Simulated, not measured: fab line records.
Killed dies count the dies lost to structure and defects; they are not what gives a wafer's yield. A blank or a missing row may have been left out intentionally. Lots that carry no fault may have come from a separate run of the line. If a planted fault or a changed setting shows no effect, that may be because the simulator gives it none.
Matching of chambers | flow n5 finfet | N5_FIN_SAQP_ALD_61 on ald sin-03 has 4 sister chambers
The step deposits SiO2, target thk 4 nm, pulse time 1 s, purge time 2 s. 8 wafers are shown with their chamber, then 12 later ones without.

## EACH WAFER AND ITS CHAMBER
wafer  | chamber | heater power w (W) | precursor pulse height rel
L085.1 | 0       | 553                | 0.996
L087.4 | 0       | 564                | 1.003
L087.5 | 3       | 425                | 0.993
L088.4 | 1       | 436                | 0.998
L088.5 | 1       | 428                | 0.993
L089.2 | 3       | 439                | 1.005
L089.3 | 2       | 466                | 1.025
L089.5 | 2       | 454                | 1.002

## WAFERS WITHOUT THEIR CHAMBER
wafer  | heater power w (W) | precursor pulse height rel
L090.3 | 436                | 1.014
L090.4 | 456                | 1.009
L090.5 | 432                | 0.995
L092.1 | 453                | 0.981
L092.2 | 432                | 1.006
L092.3 | 436                | 1.031
L095.2 | 433                | 0.987
L095.3 | 435                | 0.993
L095.4 | 564                | 1.014
L096.1 | 451                | 1.031
L096.2 | 431                | 0.994
L096.4 | 434                | 1.007

## WHICH CHAMBER EACH WENT THROUGH
wafer  | from the rows above          | in truth
L090.3 | can't be placed: 3 or 1 or 2 | 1
L090.4 | 2                            | 2
L090.5 | can't be placed: 1 or 3      | 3
L092.1 | can't be placed: 1 or 3 or 2 | 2
L092.2 | can't be placed: 3 or 1      | 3
L092.3 | can't be placed: 3 or 2 or 1 | 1
L095.2 | can't be placed: 1 or 3      | 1
L095.3 | can't be placed: 1 or 3      | 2
L095.4 | 0                            | 0
L096.1 | can't be placed: 2 or 3      | 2
L096.2 | can't be placed: 1 or 3      | 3
L096.4 | can't be placed: 3 or 1      | 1
Correctly placed: 2 of 12. Cannot be placed on the basis of these rows: 10; the candidates contain the true chamber in 9. Placed wrongly: 0.
How it was worked out, from the rows above alone: a wafer's distance from a chamber is the root of the sum, over the readings, of the square of ((its reading less the chamber's mean) divided by the reading's scatter). If the next closest chamber is less than 2 further off than the closest, the wafer can't be placed; otherwise it belongs to the closest. For every chamber, the mean is computed from those of its wafers that are shown. How the scatter is found: for the shown wafers, subtract from each reading the mean of its chamber, square and add these, divide the total by (wafers less chambers), then take the root.
